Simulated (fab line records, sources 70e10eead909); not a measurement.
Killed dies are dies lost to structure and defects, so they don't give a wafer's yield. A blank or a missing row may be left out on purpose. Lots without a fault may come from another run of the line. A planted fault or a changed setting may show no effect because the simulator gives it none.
Tool commonality check | flow nand_harc | 12 lots, 36 wafers sampled

WHY IT WAS OPENED
At NHARC_P_GATE_INSPECT_68 the reading raw_defect_count is flagged on 2 of 12 lots. Wafers without a fault read 214, standard deviation 84.
Rule: a lot is flagged when every wafer of it that has a number lies more than 4 standard deviations from that mean, or none has a number. The other lots count as sound.

lot  | measured     | on                | raw_defect_count, wafer by wafer | flag
L936 | day 5 22:25  | defect_inspect-01 | 77 179 179                       |
L937 | day 5 22:35  | defect_inspect-02 | 395 232 268                      |
L939 | day 7 00:03  | defect_inspect-02 | 271 253 169                      |
L940 | day 7 09:42  | defect_inspect-02 | 159 171 156                      |
L942 | day 8 08:40  | defect_inspect-02 | 178 175 292                      |
L945 | day 9 11:55  | defect_inspect-02 | 813 660 837                      | FLAGGED
L947 | day 10 06:42 | defect_inspect-01 | 922 659 718                      | FLAGGED
L953 | day 13 02:21 | defect_inspect-02 | 196 160 173                      |
L954 | day 13 02:40 | defect_inspect-01 | 200 123 247                      |
L955 | day 13 16:19 | defect_inspect-01 | 198 268 380                      |
L957 | day 14 11:58 | defect_inspect-01 | 245 189 159                      |
L958 | day 15 02:22 | defect_inspect-01 | 302 380 324                      |
The numbers of the flagged lots are 768 on average: +554 against the usual, or +7 standard deviations.

WHICH TOOL RAN EACH LOT
The record holds 3 process steps before the reading, out of a route of 1302 steps. In each cell: the tool, then ch and the chambers that the sampled wafers went through, then the start.
lot  | flag    | NHARC_P_GATE_DESCUM_48             | NHARC_P_GATE_STRIP_111               | NHARC_P_GATE_STRIP_112
L936 |         | rie_diel-01 ch 0,1, day 5 16:02    | plasma_asher-02 ch 0,1, day 5 16:25  | plasma_asher-01 ch 0,1, day 5 18:10
L937 |         | rie_diel-09 ch 0,1, day 5 16:12    | plasma_asher-01 ch 0,1, day 5 16:37  | plasma_asher-02 ch 0, day 5 18:23
L939 |         | rie_diel-01 ch 2,3, day 6 17:47    | plasma_asher-01 ch 0, day 6 18:10    | plasma_asher-01 ch 0,1, day 6 19:47
L940 |         | rie_diel-01 ch 1,2,3, day 7 03:11  | plasma_asher-01 ch 0,1, day 7 03:32  | plasma_asher-01 ch 0,1, day 7 05:17
L942 |         | rie_diel-09 ch 0,3, day 8 01:15    | plasma_asher-02 ch 0,1, day 8 01:46  | plasma_asher-02 ch 0,1, day 8 03:29
L945 | FLAGGED | rie_diel-09 ch 0,1,2, day 9 05:40  | plasma_asher-01 ch 0,1, day 9 06:04  | plasma_asher-02 ch 0,1, day 9 07:49
L947 | FLAGGED | rie_diel-01 ch 1,2,3, day 10 00:27 | plasma_asher-01 ch 0,1, day 10 00:57 | plasma_asher-01 ch 0,1, day 10 02:38
L953 |         | rie_diel-09 ch 0,1, day 12 19:56   | plasma_asher-01 ch 0,1, day 12 20:20 | plasma_asher-01 ch 0,1, day 12 22:02
L954 |         | rie_diel-09 ch 0,2, day 12 20:14   | plasma_asher-02 ch 1, day 12 20:40   | plasma_asher-02 ch 0,1, day 12 22:25
L955 |         | rie_diel-03 ch 2,3, day 13 10:01   | plasma_asher-02 ch 0,1, day 13 10:28 | plasma_asher-02 ch 0,1, day 13 12:13
L957 |         | rie_diel-09 ch 1,2,3, day 14 05:43 | plasma_asher-01 ch 0,1, day 14 06:07 | plasma_asher-02 ch 0, day 14 07:52
L958 |         | rie_diel-09 ch 1,2,3, day 14 19:58 | plasma_asher-02 ch 0,1, day 14 20:27 | plasma_asher-02 ch 0,1, day 14 22:04
What these steps do:
- NHARC_P_GATE_DESCUM_48: chemistry O2, time 3 s.
- NHARC_P_GATE_STRIP_111: strips in N2/H2, time 250 s.
- NHARC_P_GATE_STRIP_112: strips in N2/H2, time 200 s.
- NHARC_P_GATE_INSPECT_68

FLAGGED OVER TOTAL, TOOL BY TOOL (the gauges that took the reading come last)
step                    | tool              | lots run | flagged | share of the flagged lots | sound lots run after its first flagged lot
NHARC_P_GATE_DESCUM_48  | rie_diel-01       | 4        | 1       | some                      | 0
NHARC_P_GATE_DESCUM_48  | rie_diel-03       | 1        | 0       | none                      | -
NHARC_P_GATE_DESCUM_48  | rie_diel-09       | 7        | 1       | some                      | 4 (L953,L954,L957,L958)
NHARC_P_GATE_STRIP_111  | plasma_asher-01   | 7        | 2       | all                       | 2 (L953,L957)
NHARC_P_GATE_STRIP_111  | plasma_asher-02   | 5        | 0       | none                      | -
NHARC_P_GATE_STRIP_112  | plasma_asher-01   | 5        | 1       | some                      | 1 (L953)
NHARC_P_GATE_STRIP_112  | plasma_asher-02   | 7        | 1       | some                      | 4 (L954,L955,L957,L958)
NHARC_P_GATE_INSPECT_68 | defect_inspect-01 | 6        | 1       | some                      | 4 (L954,L955,L957,L958)
NHARC_P_GATE_INSPECT_68 | defect_inspect-02 | 6        | 1       | some                      | 1 (L953)

WHAT THE TABLE ALLOWS
1 row of the table ran every flagged lot: plasma_asher-01 at NHARC_P_GATE_STRIP_111.
- plasma_asher-01 at NHARC_P_GATE_STRIP_111: 2 of its 7 lots flagged. Sound lots ran on it after the first flagged one (L953, L957), which a lasting fault on the whole tool wouldn't allow.
No row of the table ran every flagged lot and no sound lot after the first.

WHAT THE SIMULATOR HAD PUT IN
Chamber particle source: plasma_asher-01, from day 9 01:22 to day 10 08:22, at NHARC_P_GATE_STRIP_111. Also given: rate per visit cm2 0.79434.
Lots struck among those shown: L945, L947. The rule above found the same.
